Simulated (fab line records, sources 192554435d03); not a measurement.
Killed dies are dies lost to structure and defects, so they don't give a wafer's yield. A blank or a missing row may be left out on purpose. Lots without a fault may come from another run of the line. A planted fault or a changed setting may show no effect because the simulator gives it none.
Which tool did it? | flow n5_finfet | 11 lots, 33 wafers sampled, at 4 steps of a route of 1938

WHAT THE GAUGES READ, wafer by wafer
N5_BEOL_M0_INSPECT_127: inspects for defects (darkfield).
lot  | measured     | on                | raw_defect_count
L075 | day 6 06:23  | defect_inspect-01 | 84 62 46
L077 | day 6 19:41  | defect_inspect-01 | 116 42 90
L079 | day 7 06:51  | defect_inspect-01 | 87 70 61
L081 | day 7 15:26  | defect_inspect-02 | 65 41 76
L083 | day 8 07:02  | defect_inspect-02 | 89 92 55
L085 | day 8 16:47  | defect_inspect-02 | 51 77 67
L087 | day 9 10:29  | defect_inspect-02 | 79 86 76
L089 | day 9 15:40  | defect_inspect-02 | 56 58 75
L092 | day 10 15:43 | defect_inspect-02 | 72 54 37
L094 | day 11 03:14 | defect_inspect-02 | 61 123 95
L096 | day 11 11:56 | defect_inspect-01 | 96 62 51

WHICH TOOL RAN EACH LOT (tool, then ch and the chambers of the sampled wafers, then the start)
lot  | N5_BEOL_M0_HM_OPEN_105            | N5_BEOL_M0_STRIP_140               | N5_BEOL_M0_ANNEAL_119
L075 | rie_metal-03 ch 0,1, day 5 23:43  | rie_diel-01 ch 1,2,3, day 5 23:54  | rtp_anneal-01 ch 0, day 6 05:28
L077 | rie_metal-03 ch 0,1, day 6 14:36  | rie_diel-01 ch 0,2, day 6 14:47    | rtp_anneal-01 ch 0, day 6 18:50
L079 | rie_metal-03 ch 0,1, day 7 01:52  | rie_diel-02 ch 0,1,2, day 7 02:07  | rtp_anneal-02 ch 0, day 7 06:01
L081 | rie_metal-01 ch 0,1, day 7 11:25  | rie_diel-03 ch 1,2, day 7 11:32    | rtp_anneal-01 ch 0, day 7 14:41
L083 | rie_metal-01 ch 0,1, day 8 03:19  | rie_diel-03 ch 1,3, day 8 03:32    | rtp_anneal-02 ch 0, day 8 06:13
L085 | rie_metal-02 ch 0,1, day 8 11:40  | rie_diel-03 ch 0,2, day 8 11:51    | rtp_anneal-01 ch 0, day 8 15:54
L087 | rie_metal-02 ch 0,1, day 9 06:44  | rie_diel-02 ch 0,2,3, day 9 06:54  | rtp_anneal-02 ch 0, day 9 09:40
L089 | rie_metal-01 ch 0,1, day 9 10:26  | rie_diel-02 ch 1,3, day 9 10:37    | rtp_anneal-01 ch 0, day 9 14:42
L092 | rie_metal-02 ch 0,1, day 10 09:01 | rie_diel-03 ch 2,3, day 10 09:11   | rtp_anneal-02 ch 0, day 10 14:34
L094 | rie_metal-03 ch 0,1, day 10 23:14 | rie_diel-02 ch 0,1,2, day 10 23:31 | rtp_anneal-01 ch 0, day 11 02:23
L096 | rie_metal-03 ch 0,1, day 11 08:12 | rie_diel-02 ch 0,1, day 11 08:26   | rtp_anneal-02 ch 0, day 11 11:02
- N5_BEOL_M0_HM_OPEN_105: chemistry Cl2/BCl3, target TiN, target depth 12 nm.
- N5_BEOL_M0_STRIP_140: strips in CF4.
- N5_BEOL_M0_ANNEAL_119: time 90 s.

THE ANSWER, worked out from the rows above alone
Rule: what is usual is taken from the lots themselves. Put in order of their means at a reading, lots are off if they are a third of the lots or fewer, leave a main group of 4 or more, and stand apart from it by a gap of 3 or more times the standard deviation of the main group's means; of several such gaps the widest counts. A main group whose means are all the same, to the digits that the tables above print for the reading, isn't used. A lot without any number at a reading at which 4 lots or more have one is off too. The other lots that the step has rows for count as sound.
No lot is off at any reading shown: from this, nothing can be told.

WHAT THE SIMULATOR HAD PUT IN
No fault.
